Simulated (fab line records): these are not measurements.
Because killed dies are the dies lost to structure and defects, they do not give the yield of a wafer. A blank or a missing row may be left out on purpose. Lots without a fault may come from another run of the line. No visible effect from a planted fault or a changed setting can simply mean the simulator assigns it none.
Matching of chambers :: flow n5-finfet :: N5_MOL_CONTACT_COAG_CMP_23 on cmp-04 has 4 sister chambers
The step polishes, stops on SiO2, t overpolish 1.5 s, target thk 0 nm. 24 wafers are shown with their chamber, then 12 later ones without.

WAFERS PAIRED WITH THEIR CHAMBERS
wafer: L075.2
chamber: 2
motor-current-A (A): 8.3
time-to-endpoint-s (s): 13.5
overpolish-run-s (s): 1.498

wafer: L075.5
chamber: 2
motor-current-A (A): 8.1
time-to-endpoint-s (s): 13.5
overpolish-run-s (s): 1.499

wafer: L075.6
chamber: 3
motor-current-A (A): 7.3
time-to-endpoint-s (s): 9.9
overpolish-run-s (s): 1.498

wafer: L076.1
chamber: 2
motor-current-A (A): 8.6
time-to-endpoint-s (s): 7.6
overpolish-run-s (s): 1.506

wafer: L076.4
chamber: 3
motor-current-A (A): 7.6
time-to-endpoint-s (s): 5.7
overpolish-run-s (s): 1.499

wafer: L076.6
chamber: 3
motor-current-A (A): 7.3
time-to-endpoint-s (s): 5.2
overpolish-run-s (s): 1.510

wafer: L078.1
chamber: 3
motor-current-A (A): 7.2
time-to-endpoint-s (s): 8.4
overpolish-run-s (s): 1.498

wafer: L078.2
chamber: 0
motor-current-A (A): 8.2
time-to-endpoint-s (s): 11.8
overpolish-run-s (s): 1.512

wafer: L078.5
chamber: 3
motor-current-A (A): 7.6
time-to-endpoint-s (s): 7.0
overpolish-run-s (s): 1.502

wafer: L079.3
chamber: 2
motor-current-A (A): 8.3
time-to-endpoint-s (s): 8.1
overpolish-run-s (s): 1.499

wafer: L079.4
chamber: 0
motor-current-A (A): 8.2
time-to-endpoint-s (s): 13.3
overpolish-run-s (s): 1.496

wafer: L079.6
chamber: 1
motor-current-A (A): 7.1
time-to-endpoint-s (s): 6.7
overpolish-run-s (s): 1.507

wafer: L080.3
chamber: 0
motor-current-A (A): 8.0
time-to-endpoint-s (s): 8.7
overpolish-run-s (s): 1.502

wafer: L080.4
chamber: 1
motor-current-A (A): 6.9
time-to-endpoint-s (s): 7.5
overpolish-run-s (s): 1.501

wafer: L080.5
chamber: 0
motor-current-A (A): 8.2
time-to-endpoint-s (s): 8.0
overpolish-run-s (s): 1.492

wafer: L081.1
chamber: 2
motor-current-A (A): 8.5
time-to-endpoint-s (s): 9.9
overpolish-run-s (s): 1.516

wafer: L081.5
chamber: 2
motor-current-A (A): 8.3
time-to-endpoint-s (s): 9.0
overpolish-run-s (s): 1.504

wafer: L081.6
chamber: 3
motor-current-A (A): 7.3
time-to-endpoint-s (s): 8.9
overpolish-run-s (s): 1.514

wafer: L083.2
chamber: 1
motor-current-A (A): 7.0
time-to-endpoint-s (s): 5.2
overpolish-run-s (s): 1.507

wafer: L083.5
chamber: 1
motor-current-A (A): 7.5
time-to-endpoint-s (s): 4.2
overpolish-run-s (s): 1.501

wafer: L083.6
chamber: 0
motor-current-A (A): 8.2
time-to-endpoint-s (s): 8.5
overpolish-run-s (s): 1.512

wafer: L086.1
chamber: 3
motor-current-A (A): 7.3
time-to-endpoint-s (s): 7.0
overpolish-run-s (s): 1.510

wafer: L086.3
chamber: 2
motor-current-A (A): 8.3
time-to-endpoint-s (s): 8.4
overpolish-run-s (s): 1.499

wafer: L086.5
chamber: 1
motor-current-A (A): 7.3
time-to-endpoint-s (s): 8.5
overpolish-run-s (s): 1.506

SIGNATURES (averages over the wafers above)
reading: motor-current-A
chamber 0: 8.160
chamber 1: 7.160
chamber 2: 8.343
chamber 3: 7.371
scatter within a chamber: 0.17

reading: time-to-endpoint-s
chamber 0: 10.060
chamber 1: 6.420
chamber 2: 10.000
chamber 3: 7.443
scatter within a chamber: 2.11

reading: overpolish-run-s
chamber 0: 1.50280
chamber 1: 1.50440
chamber 2: 1.50300
chamber 3: 1.50443
scatter within a chamber: 0.00669
Rule: for each reading, subtract the chamber's mean from the wafer's reading, divide by that reading's scatter and square the result; add these up over the readings and take the root, which gives the wafer's distance from the chamber. If the next closest chamber is less than 2 further off than the closest, the wafer can't be placed; otherwise it belongs to the closest. How the scatter is found: for the shown wafers, subtract from each reading the mean of its chamber, square and add these, divide the total by (wafers less chambers), then take the root.

WAFERS WHOSE CHAMBER IS MISSING
wafer: L087.1
motor-current-A (A): 7.0
time-to-endpoint-s (s): 8.8
overpolish-run-s (s): 1.501

wafer: L087.4
motor-current-A (A): 8.0
time-to-endpoint-s (s): 7.6
overpolish-run-s (s): 1.498

wafer: L087.5
motor-current-A (A): 8.3
time-to-endpoint-s (s): 10.9
overpolish-run-s (s): 1.501

wafer: L088.1
motor-current-A (A): 8.7
time-to-endpoint-s (s): 7.8
overpolish-run-s (s): 1.503

wafer: L088.3
motor-current-A (A): 7.4
time-to-endpoint-s (s): 6.4
overpolish-run-s (s): 1.495

wafer: L088.4
motor-current-A (A): 6.9
time-to-endpoint-s (s): 5.1
overpolish-run-s (s): 1.500

wafer: L097.1
motor-current-A (A): 7.4
time-to-endpoint-s (s): 11.4
overpolish-run-s (s): 1.521

wafer: L097.3
motor-current-A (A): 7.7
time-to-endpoint-s (s): 10.6
overpolish-run-s (s): 1.495

wafer: L097.5
motor-current-A (A): 7.7
time-to-endpoint-s (s): 11.4
overpolish-run-s (s): 1.490

wafer: L096.1
motor-current-A (A): 8.0
time-to-endpoint-s (s): 14.0
overpolish-run-s (s): 1.513

wafer: L096.3
motor-current-A (A): 7.1
time-to-endpoint-s (s): 9.0
overpolish-run-s (s): 1.507

wafer: L096.5
motor-current-A (A): 7.3
time-to-endpoint-s (s): 10.4
overpolish-run-s (s): 1.514

THE CHAMBER EACH PASSED THROUGH
wafer: L087.1
from the rows above: can't be placed: 1 or 3
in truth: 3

wafer: L087.4
from the rows above: can't be placed: 0 or 2
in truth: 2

wafer: L087.5
from the rows above: can't be placed: 2 or 0
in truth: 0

wafer: L088.1
from the rows above: can't be placed: 2 or 0
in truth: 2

wafer: L088.3
from the rows above: can't be placed: 3 or 1
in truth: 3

wafer: L088.4
from the rows above: can't be placed: 1 or 3
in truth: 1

wafer: L097.1
from the rows above: can't be placed: 3 or 1
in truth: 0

wafer: L097.3
from the rows above: can't be placed: 3 or 0 or 2 or 1
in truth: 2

wafer: L097.5
from the rows above: can't be placed: 0 or 3 or 2 or 1
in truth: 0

wafer: L096.1
from the rows above: can't be placed: 0 or 2
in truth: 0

wafer: L096.3
from the rows above: can't be placed: 1 or 3
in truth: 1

wafer: L096.5
from the rows above: can't be placed: 3 or 1
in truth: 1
0 of 12 placed correctly. Can't be placed from these rows: 12 (the true chamber is among the candidates in 11). 0 placed wrongly.
